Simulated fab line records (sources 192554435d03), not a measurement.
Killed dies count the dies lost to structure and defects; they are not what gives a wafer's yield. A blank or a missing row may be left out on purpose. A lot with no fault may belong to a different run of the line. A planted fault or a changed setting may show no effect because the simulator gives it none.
A struck lot beside a sound one :: flow n5_finfet :: 19 steps out of a route of 1938
Sound: these wafers, L693.3, L693.4, L693.6. Struck: wafer L684.6 (left out: L684.3, a lot-mate that was not struck); the cause follows at the end.
Each step with rows lists, per side, the tool, then ch with its chambers, then its first start. Under that, the readings that differ: sound wafers :: struck wafers :: difference of the means :: sigmas: that difference in standard deviations of wafers without a fault.
alike: readings with means less than 2 such deviations apart, plus words and numbers identical on both sides. not compared: withheld readings, readings lacking a value on some wafer, bounds such as >300 that could conceal the same value, and numbers that have no deviation in the record and whose values overlap.
A row with sigmas, a row that says differs or no value, or rows on one side alone: a step with any of these is where the two part. Non-overlapping numbers with no deviation appear without sigmas and do not part them. A reading missing from all wafers of one side parts the sides only when that side holds two or more wafers.

N5_BEOL_M1_INSPECT_30: inspects for defects (brightfield).
  sound on defect_inspect-01, day 11 04:47; struck on defect_inspect-01, day 8 17:35
  alike: raw_defect_count
then, 2 steps without rows for these wafers: N5_BEOL_M1_DESCUM_33 (chemistry O2, time 7 s); N5_BEOL_M1_ETCH_77 (etches underlayer in N2/H2, target depth 6.5 nm, time 5.2 s).
N5_BEOL_M1_ETCH_69: etches SiARC in CF4, target depth 15.6 nm, time 26 s.
  sound on rie_diel-06 ch 0,1,2, day 11 04:52; struck on rie_diel-03 ch 2, day 8 17:40
  alike: drypump_motor_current_A, etch_rf_on_time_s, mfc_ar_sccm, oes_product_au, rf_vpp_V, showerhead_plenum_p_Torr, throttle_valve_pct
  not compared: rf_hours_counter_h
N5_BEOL_M1_ALD_98: deposits SiO2, target thk 2.5 nm, pulse time 1 s, co reactant pulse time 1 s.
  sound on ald_sin-03 ch 0,3, day 11 04:57; struck on ald_sin-01 ch 3, day 8 18:27
  alike: heater_power_w, precursor_pulse_height_rel
then, 4 steps without rows for these wafers: N5_BEOL_M1_ETCHBACK_99 (etches SiO2 in CHF3, target depth 5 nm, time 10.4 s); N5_BEOL_M1_ETCH_70 (etches SOC in N2/H2, target depth 80 nm, overetch 16 nm, time 120 s); N5_BEOL_M1_STRIP_71 (strips in N2/H2); N5_BEOL_M1_STRIP_78 (strips in N2/H2).
N5_BEOL_M1_VIA_ETCH_34: etches the open film in C4F6/O2, target depth 67.8 nm, time 64.4 s.
  sound on rie_diel-04 ch 0,2,3, day 11 05:13; struck on rie_diel-03 ch 3, day 8 19:10
  alike: drypump_motor_current_A, mfc_ar_sccm, oes_product_au, rf_vpp_V, run_length_s, showerhead_plenum_p_Torr, throttle_valve_pct
  not compared: rf_hours_counter_h
then, 2 steps without rows for these wafers: N5_BEOL_M1_STRIP_83 (strips in C4F6/O2); N5_BEOL_M1_STRIP_36 (strips in N2/H2).
N5_BEOL_M1_TRENCH_ETCH_37: etches SiOC in C4F6/O2, target depth 55.207 nm, time 29 s.
  sound on rie_diel-04 ch 0,2,3, day 11 05:19; struck on rie_diel-03 ch 3, day 8 19:16
reading: run_length_s (s)
sound: 51.9 52.0 52.8
struck: 43.6
difference: -8.6
sigmas: -22

reading: model.BEOL_M1.feature_depth_nm (nm)
sound: 55.8 53.8 55.2
struck: 38
difference: -17
sigmas: 

reading: model.etch.depth_nm (nm)
sound: 55.89 53.82 55.16
struck: 38.01
difference: -16.95
sigmas: 

reading: model.TiN_of_BEOL_M1_HM_DEP_02.thk_nm (nm)
sound: 18 18.2 17.8
struck: 18.4
difference: +0.4
sigmas: 
  alike: drypump_motor_current_A, mfc_ar_sccm, oes_product_au, rf_vpp_V, showerhead_plenum_p_Torr, throttle_valve_pct
  not compared: rf_hours_counter_h
N5_BEOL_M1_ETCH_41: etches SiCN in CH3F/O2, target depth 31.9 nm, time 57.8 s.
  sound: rie_diel-04 ch 0,2,3; struck: rie_diel-03 ch 3
  alike: drypump_motor_current_A, mfc_ar_sccm, oes_product_au, rf_vpp_V, run_length_s, showerhead_plenum_p_Torr, throttle_valve_pct
  not compared: rf_hours_counter_h
N5_BEOL_M1_STRIP_97: strips in N2/H2, time 10 s.
  sound: rie_diel-04 ch 0,2,3; struck: rie_diel-03 ch 3
  alike: drypump_motor_current_A, oes_product_au, rf_vpp_V, showerhead_plenum_p_Torr, throttle_valve_pct
  not compared: rf_hours_counter_h
N5_BEOL_M1_OCD_MEAS_38:
  sound on ocd-02, day 11 05:28; struck on ocd-02, day 8 19:25
reading: trench_depth_nm (nm)
sound: 55.6 53.9 55.0
struck: 37.6
difference: -17.2
sigmas: -14
then, 1 step without rows for these wafers: N5_BEOL_M1_HM_STRIP_39 (strips TiN in peroxide tin strip, target depth 25 nm, time 158 s).
N5_BEOL_M4_RC_MEAS_101:
  sound on prober-02 ch 0, day 13 00:09; struck on prober-01 ch 0, day 10 07:38
  alike: DIBL_N, DIBL_P, IOFF_N, IOFF_P, ION_N, ION_P, SS_N, SS_P, VT_N, VT_P
-- here the record skips 4 days between the struck wafers' starts before and after, leaving off in module BEOL_M4 and picking up in module PASSIVATION (first step shown: number 1936 of the route) --
N5_PASSIVATION_PROBE_49:
  sound on prober-01, day 17 02:44; struck on prober-01, day 14 11:56
reading: killed_at_M4_up
sound: 4 13 12
struck: 27
difference: +17
sigmas: +3
  alike: defect_limited_yield, killed_at_M0_to_M3, killed_at_contacts, killed_at_front_end, killed_at_other, killed_dies, killed_open, killed_short, sort_bin_5_function, sort_bin_6_memory, sort_bin_8_speed, sort_n_pass, sort_yield_pct

== WHERE THEY PART ==
Earliest at N5_BEOL_M1_TRENCH_ETCH_37; latest, in this record, at N5_PASSIVATION_PROBE_49.

WHY: what had been put in by the simulator
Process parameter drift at N5_BEOL_M1_TRENCH_ETCH_37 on rie_diel-03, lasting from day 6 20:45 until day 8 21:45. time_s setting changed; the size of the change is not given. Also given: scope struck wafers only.
